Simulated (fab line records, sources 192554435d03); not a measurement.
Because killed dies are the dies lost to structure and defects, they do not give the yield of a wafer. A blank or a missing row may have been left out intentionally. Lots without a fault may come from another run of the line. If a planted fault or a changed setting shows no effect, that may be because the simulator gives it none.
Chamber matching | flow n5 finfet | N5_BEOL_M5_VIA_ETCH_34 on rie diel-05: 4 sister chambers
The step etches SiCOH lowk in C4F6/O2, target depth 88.3 nm, time 39.2 s. 8 wafers are shown with their chamber, then 10 later ones without.

WAFERS PAIRED WITH THEIR CHAMBERS
wafer  | chamber | rf vpp V (V) | drypump motor current A (A)
L085.3 | 0       | 664          | 6.1
L086.2 | 3       | 642          | 5.5
L086.3 | 1       | 682          | 5.5
L088.1 | 2       | 670          | 5.8
L088.5 | 0       | 664          | 6.1
L088.6 | 3       | 642          | 5.4
L089.1 | 1       | 683          | 5.5
L089.2 | 2       | 670          | 5.8

WAFERS WHOSE CHAMBER IS MISSING
wafer  | rf vpp V (V) | drypump motor current A (A)
L089.6 | 669          | 5.7
L091.1 | 643          | 5.4
L091.4 | 682          | 5.5
L091.5 | 666          | 6.1
L095.3 | 664          | 6.1
L095.5 | 669          | 5.7
L095.6 | 641          | 5.4
L096.3 | 681          | 5.5
L096.4 | 669          | 5.8
L096.5 | 668          | 5.8

CHAMBER TAKEN BY EACH
wafer  | from the rows above | in truth
L089.6 | 2                   | 2
L091.1 | 3                   | 3
L091.4 | 1                   | 1
L091.5 | 0                   | 0
L095.3 | 0                   | 0
L095.5 | 2                   | 2
L095.6 | 3                   | 3
L096.3 | 1                   | 1
L096.4 | 2                   | 2
L096.5 | 2                   | 2
10 of 10 placed correctly. Number that these rows cannot place: 0. Wrongly placed: 0.
How it was worked out, from the rows above alone: a wafer's distance from a chamber is the root of the sum, over the readings, of the square of ((its reading less the chamber's mean) divided by the reading's scatter). If the next closest chamber is less than 2 further off than the closest, the wafer can't be placed; otherwise it belongs to the closest. A chamber's mean is the mean of its shown wafers. The scatter is the square root of a quotient: the sum, over the shown wafers, of each reading's squared deviation from its chamber's mean, divided by wafers minus chambers.
